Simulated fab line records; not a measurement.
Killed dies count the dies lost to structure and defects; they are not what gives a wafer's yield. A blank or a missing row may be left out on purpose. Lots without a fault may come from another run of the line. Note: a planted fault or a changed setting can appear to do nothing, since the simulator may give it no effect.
Lot-split experiment | flow n5-finfet | route with 1938 steps; 7 lots, 39 wafers read

THE SPLIT ITSELF
At N5_DUMMY_GATE_ETCH_32 (etches SiO2 in CF4, target depth 3.5 nm, time 3.9 s), the setting time-s was moved away from the recipe's 3.9 s on 12 of the 39 wafers read, by -19.0% to +13.7%. All remaining wafers had this setting at the recipe value.

The split's own step is where the reading is taken.

THE READING
etch.depth-nm (the simulator's own value, which no gauge read), in nm, at N5_DUMMY_GATE_ETCH_32 (etches SiO2 in CF4, target depth 3.5 nm, time 3.9 s). The file does not state a usual value for it. Average 3.500 nm, standard deviation 0.04 nm, over the 27 wafers here run with the recipe.

wafer  | tool, chamber at the split | time-s as run, s | against the recipe | etch.depth-nm, nm | against lot-mates on the recipe
L078.1 | rie-si-02, 0               | 3.9              | recipe             | 3.508             | -
L078.2 | rie-si-02, 2               | 3.9              | recipe             | 3.459             | -
L078.3 | rie-si-02, 1               | 3.9              | recipe             | 3.528             | -
L078.4 | rie-si-02, 0               | 3.9              | recipe             | 3.506             | -
L078.5 | rie-si-02, 1               | 3.9              | recipe             | 3.516             | -
L078.6 | rie-si-02, 2               | 3.9              | recipe             | 3.42              | -
L079.1 | rie-si-05, 2               | 3.9              | recipe             | 3.529             | -
L079.2 | rie-si-05, 3               | 3.9              | recipe             | 3.555             | -
L079.3 | rie-si-05, 1               | 3.9              | recipe             | 3.579             | -
L079.4 | rie-si-05, 0               | 3.563            | -8.6%              | 3.301             | -0.253
L079.5 | rie-si-05, 3               | 3.563            | -8.6%              | 3.217             | -0.337
L079.6 | rie-si-05, 0               | 3.563            | -8.6%              | 3.299             | -0.255
L081.4 | rie-si-02, 3               | 3.9              | recipe             | 3.525             | -
L081.5 | rie-si-02, 0               | 3.9              | recipe             | 3.502             | -
L081.6 | rie-si-02, 3               | 3.9              | recipe             | 3.513             | -
L083.1 | rie-si-05, 0               | 3.9              | recipe             | 3.544             | -
L083.2 | rie-si-05, 3               | 3.16             | -19.0%             | 2.836             | -0.669
L083.3 | rie-si-05, 1               | 3.16             | -19.0%             | 2.864             | -0.641
L083.4 | rie-si-05, 2               | 3.9              | recipe             | 3.471             | -
L083.5 | rie-si-05, 1               | 3.9              | recipe             | 3.5               | -
L083.6 | rie-si-05, 0               | 3.16             | -19.0%             | 2.879             | -0.626
L084.1 | rie-si-02, 3               | 4.171            | +6.9%              | 3.754             | +0.241
L084.2 | rie-si-02, 0               | 3.9              | recipe             | 3.527             | -
L084.3 | rie-si-02, 2               | 4.171            | +6.9%              | 3.671             | +0.158
L084.4 | rie-si-02, 1               | 4.171            | +6.9%              | 3.753             | +0.240
L084.5 | rie-si-02, 0               | 3.9              | recipe             | 3.49              | -
L084.6 | rie-si-02, 3               | 3.9              | recipe             | 3.523             | -
L088.1 | rie-si-06, 0               | 4.434            | +13.7%             | 3.889             | +0.450
L088.2 | rie-si-06, 1               | 4.434            | +13.7%             | 3.92              | +0.481
L088.3 | rie-si-06, 2,1             | 3.9              | recipe             | 3.436             | -
L088.6 | rie-si-06, 2,1             | 3.9              | recipe             | 3.436             | -
L088.4 | rie-si-06, 3               | 4.434            | +13.7%             | 3.977             | +0.538
L088.5 | rie-si-06, 0               | 3.9              | recipe             | 3.445             | -
L094.1 | rie-si-02, 2               | 3.9              | recipe             | 3.419             | -
L094.2 | rie-si-02, 3               | 3.9              | recipe             | 3.521             | -
L094.3 | rie-si-02, 0               | 3.9              | recipe             | 3.496             | -
L094.4 | rie-si-02, 1               | 3.9              | recipe             | 3.525             | -
L094.5 | rie-si-02, 1               | 3.9              | recipe             | 3.533             | -
L094.6 | rie-si-02, 0               | 3.9              | recipe             | 3.494             | -
Rows listing several chambers each stand for several wafers; the file does not say which wafer went through which chamber.

FIT RESULTS
A straight line over all 39 wafers: etch.depth-nm changes by +0.0322 nm for each +1% of time-s; r = +0.98; the points scatter about the line by 0.043 nm.
The same after taking each lot's own level away (the mean of its wafers on the recipe; 39 wafers): +0.0341 nm for each +1%; r = +0.99; scatter 0.033 nm.
Per that fit: largest time-s move, reading shift of 0.65 nm.
The lots' own levels span 3.4390 to 3.5543 nm, that is 2.8 times the standard deviation above.
The two slopes are in agreement: the lot-to-lot level therefore moves the slope only a little.
Check: for one of the wafers moved furthest among these (-19.0%), held out of the fit, the line's prediction against its lot-mates is -0.641 nm. Against them it came out at -0.669 nm.

OTHER SPLITS APPLIED TO THESE WAFERS
These wafers also went through other splits before the reading. Each is held against what the fit with the lots' levels taken away leaves over:
other split on the same wafers        | wafers away from the commonest value | r with etch.depth-nm (lot level and that fit taken away)
N5_WELL_APT_EPI_41 time-s             | 9                                    | -0.31
N5_FIN_CUT_CUT_ETCH_15 target-depth-a | 12                                   | +0.24

THE FILE'S OWN FIT
etch.depth-nm changes by +0.0341 nm for each +1% of time-s, r = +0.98.
